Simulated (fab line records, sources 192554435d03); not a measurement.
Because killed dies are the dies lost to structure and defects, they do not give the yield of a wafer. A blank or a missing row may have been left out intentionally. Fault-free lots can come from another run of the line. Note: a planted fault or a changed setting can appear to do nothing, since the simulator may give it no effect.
Struck lot and sound lot, side by side | flow n5 finfet | 16 out of 1938 route steps
Sound: wafers L942.2, L942.3, L942.5. Struck: wafer L948.5; the same lot's L948.4 was not struck, so it is left out; see the end for the cause.
Per side, at each step with rows, come the tool, then ch with its chambers, and then its first start. Under that, the readings that differ: sound wafers | struck wafers | difference of the means | sigmas: that difference in standard deviations of wafers without a fault.
alike: a reading whose means differ by less than 2 such deviations, as well as words and numbers matching on both sides. not compared: withheld readings; readings where some wafer has no value; bounds like >300 that might hide an equal value; numbers whose values overlap and for which the record gives no deviation.
Wherever a step has rows on one side only, a row that says differs or no value, or a row with sigmas, the two part there. Numbers that don't overlap but have no deviation are shown without sigmas and don't part them. A reading that every wafer of one side lacks parts them only if that side has two wafers or more.

first, 8 steps without rows for these wafers: N5_BEOL_M13_COAT_58 (time 60 s, resist thk 89 nm); N5_BEOL_M13_COAT_04 (resist thk 400 nm); N5_BEOL_M13_EBR_06; N5_BEOL_M13_SOFTBAKE_05 (time 60 s); N5_BEOL_M13_EXPOSE_07 (exposes mask V12); N5_BEOL_M13_PEB_08 (peb time 90 s); N5_BEOL_M13_DEVELOP_09 (develop time 45 s); N5_BEOL_M13_HARDBAKE_14 (time 120 s).
N5_BEOL_M13_CD_MEAS_10: target cd 190 nm.
  sound on cd sem-01 ch 0, day 11 14:54; struck on cd sem-02 ch 0, day 13 04:25
  alike: cd nm
N5_BEOL_M13_OVL_MEAS_11:
  sound on overlay-01 ch 0, day 11 14:56; struck on overlay-02 ch 0, day 13 04:26
  reading      | sound       | struck | difference | sigmas
  V12_OVL (nm) | -15 -12 -14 | 5      | +19        | +3
N5_BEOL_M13_INSPECT_12: inspects for defects (macro).
  sound on defect inspect-01 at day 11 14:57; struck on defect inspect-02 at day 13 04:28
  reading          | sound | struck | difference | sigmas
  raw defect count | 2 0 1 | 4      | +3         | +2
N5_BEOL_M13_DESCUM_15: chemistry O2, time 7.9 s.
  sound on rie diel-01 ch 0,1,2, day 11 15:31; struck on rie diel-01 ch 0, day 13 06:20
  alike: drypump motor current A, oes product au, rf vpp V, showerhead plenum p Torr, throttle valve pct
  not compared: rf hours counter h
N5_BEOL_M13_ETCH_59: etches BARC in N2/H2, target depth 89 nm, overetch 26.7 nm, time 67.9 s.
  sound on rie diel-01 ch 0,1,2, day 11 15:33; struck on rie diel-01 ch 0, day 13 06:23
  reading                                    | sound             | struck | difference | sigmas
  model.coat_of_BEOL_M13_COAT_04.thk nm (nm) | 317.4 317.6 317.8 | 327.4  | +9.8       |
  alike: bias w, drypump motor current A, oes product au, rf vpp V, showerhead plenum p Torr, throttle valve pct
  not compared: rf hours counter h
N5_BEOL_M13_VIA_ETCH_16: etches SiOC in C4F8/O2/Ar, target depth 921.7 nm.
  sound on rie diel-01 ch 0,1,2, day 11 15:36; struck on rie diel-01 ch 0, day 13 06:26
  reading                                    | sound        | struck | difference | sigmas
  model.coat_of_BEOL_M13_COAT_04.thk nm (nm) | 68 72.2 68.4 | 76.2   | +6.7       |
  alike: bias w, drypump motor current A, oes product au, rf vpp V, showerhead plenum p Torr, throttle valve pct
N5_BEOL_M13_STRIP_63: strips in N2/H2.
  sound on plasma asher-01 ch 0,1, day 11 15:54; struck on plasma asher-01 ch 1, day 13 06:41
  alike: drypump motor current A, heater power w, oes product au, strip time to endpoint s
  not compared: rf hours counter h
N5_PASSIVATION_PROBE_49:
  sound on prober-01 at day 13 06:09; struck on prober-02 at day 14 13:58
  alike: defect limited yield, killed_at_M0_to_M3, killed_at_M4_up, killed at contacts, killed at front end, killed at other, killed dies, killed on rim, killed open, killed short, sort_bin_5_function, sort_bin_6_memory, sort n pass, sort yield pct

== WHERE THEY PART ==
Last at N5_BEOL_M13_INSPECT_12 as far as this record goes, first at N5_BEOL_M13_OVL_MEAS_11. Later steps at which nothing parts them and some readings are alike: N5_BEOL_M13_DESCUM_15, N5_BEOL_M13_ETCH_59, N5_BEOL_M13_VIA_ETCH_16, N5_BEOL_M13_STRIP_63, N5_PASSIVATION_PROBE_49.

WHY: the cause the simulator had injected
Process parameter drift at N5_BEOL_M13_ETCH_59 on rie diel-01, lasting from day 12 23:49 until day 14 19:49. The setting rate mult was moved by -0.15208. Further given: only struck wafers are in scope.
